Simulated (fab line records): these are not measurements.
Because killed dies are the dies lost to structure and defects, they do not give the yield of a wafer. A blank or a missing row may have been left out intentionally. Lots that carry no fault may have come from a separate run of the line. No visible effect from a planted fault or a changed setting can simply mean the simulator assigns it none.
A lot that was struck, set against a sound lot || flow nand harc || 14 out of 1302 route steps
Sound: these wafers, L198.1, L198.4, L198.6. Struck: wafer L206.4 (left out: L206.1, L206.2 of the same lot, which were not struck); the cause appears at the end.
Each step with rows lists, per side, the tool, then ch with its chambers, then its first start. Under that, the readings that differ: sound wafers || struck wafers || difference of the means || sigmas: that difference in standard deviations of wafers without a fault.
alike: readings whose means differ by less than 2 such deviations, and words and numbers that are the same on both sides. not compared: withheld readings, readings that some wafer has no value for, bounds like >300 that may hide the same value, and numbers for which the record gives no deviation and whose values overlap.
A row with sigmas, a row that says differs or no value, or rows on one side alone: a step with any of these is where the two part. When numbers do not overlap yet have no deviation, they are printed without sigmas and do not part them. Lack of a reading on every wafer of one side parts them only where that side has two or more wafers.

first, 1 step without rows for these wafers: NHARC_A_STAIRCASE_HARDBAKE_218 (time 140 s).
NHARC_A_STAIRCASE_DESCUM_219: chemistry O2, time 3 s.
  sound on rie diel-11 ch 2,3, day 18 13:40; struck on rie diel-11 ch 0, day 21 18:55
{"reading": "o2 flow sccm (sccm)", "sound": "198.9 199.9 199.3", "struck": 200.9, "difference": "+1.5", "sigmas": "+3"}
{"reading": "throttle valve pct (%)", "sound": "11.302 11.320 11.325", "struck": 11.296, "difference": -0.020, "sigmas": -2}
  alike: drypump motor current A, oes product au, rf vpp V, showerhead plenum p Torr
  not compared: rf hours counter h
NHARC_A_STAIRCASE_TRIM_220: chemistry O2, time 211.2 s.
  sound on rie diel-11 ch 1,2,3, day 18 13:44; struck on rie diel-11 ch 3, day 21 19:01
{"reading": "showerhead plenum p Torr (Torr)", "sound": "3.64 3.30 3.28", "struck": 3.80, "difference": "+0.39", "sigmas": "+2"}
  alike: drypump motor current A, o2 flow sccm, oes product au, rf vpp V, throttle valve pct
  not compared: rf hours counter h
NHARC_A_STAIRCASE_ETCH_221: etches the open film in C4F8/O2, target depth 100 nm, time 40.5 s.
  sound on rie diel-11 ch 0,1,3; struck on rie diel-11 ch 0
  alike: oes product au, rf vpp V, run length s
  not compared: rf hours counter h
then, 1 step without rows for these wafers: NHARC_A_STAIRCASE_TRIM_222 (chemistry O2, time 211.2 s).
NHARC_A_STAIRCASE_ETCH_223: etches the open film in C4F8/O2, target depth 100 nm, time 40.5 s.
  sound on rie diel-11 ch 2,3; struck on rie diel-11 ch 1
  alike: oes product au, rf vpp V, run length s
  not compared: rf hours counter h
NHARC_A_STAIRCASE_TRIM_224: chemistry O2, time 211.2 s.
  sound on rie diel-11 ch 1,2,3; struck on rie diel-11 ch 3
{"reading": "showerhead plenum p Torr (Torr)", "sound": "3.30 3.28 3.64", "struck": 3.80, "difference": "+0.39", "sigmas": "+2"}
  alike: drypump motor current A, o2 flow sccm, oes product au, rf vpp V, throttle valve pct
  not compared: rf hours counter h
then, 4 steps without rows for these wafers: NHARC_A_STAIRCASE_ETCH_225 (etches the open film in C4F8/O2, target depth 100 nm, time 40.5 s); NHARC_A_STAIRCASE_TRIM_226 (chemistry O2, time 211.2 s); NHARC_A_STAIRCASE_ETCH_227 (etches the open film in C4F8/O2, target depth 100 nm, time 40.5 s); NHARC_A_STAIRCASE_TRIM_229 (chemistry O2, time 211.2 s).
NHARC_A_STAIRCASE_ETCH_230: etches the open film in C4F8/O2, target depth 100 nm, time 40.5 s.
  sound on rie diel-11 ch 0,2,3, day 18 15:00; struck on rie diel-11 ch 0, day 21 20:14
{"reading": "run length s (s)", "sound": "61.8 62.3 61.9", "struck": 48.9, "difference": -13.1, "sigmas": -36}
  alike: oes product au, rf vpp V
  not compared: rf hours counter h
then, 1 step without rows for these wafers: NHARC_A_STAIRCASE_TRIM_231 (chemistry O2, time 211.2 s).
-- jump in the record: it breaks off in module A_STAIRCASE and resumes in module END (first step shown: number 1302 of the route), and 9 days separate the struck wafers' starts before and after --
NHARC_END_SORT_01:
  only the struck wafers appear in the record here, on prober-02 ch 0 at day 30 13:23; the sound ones have no rows

WHERE THEY PART
At NHARC_A_STAIRCASE_DESCUM_219 first; at NHARC_END_SORT_01 last (within this record only).

WHY: what had been put in by the simulator
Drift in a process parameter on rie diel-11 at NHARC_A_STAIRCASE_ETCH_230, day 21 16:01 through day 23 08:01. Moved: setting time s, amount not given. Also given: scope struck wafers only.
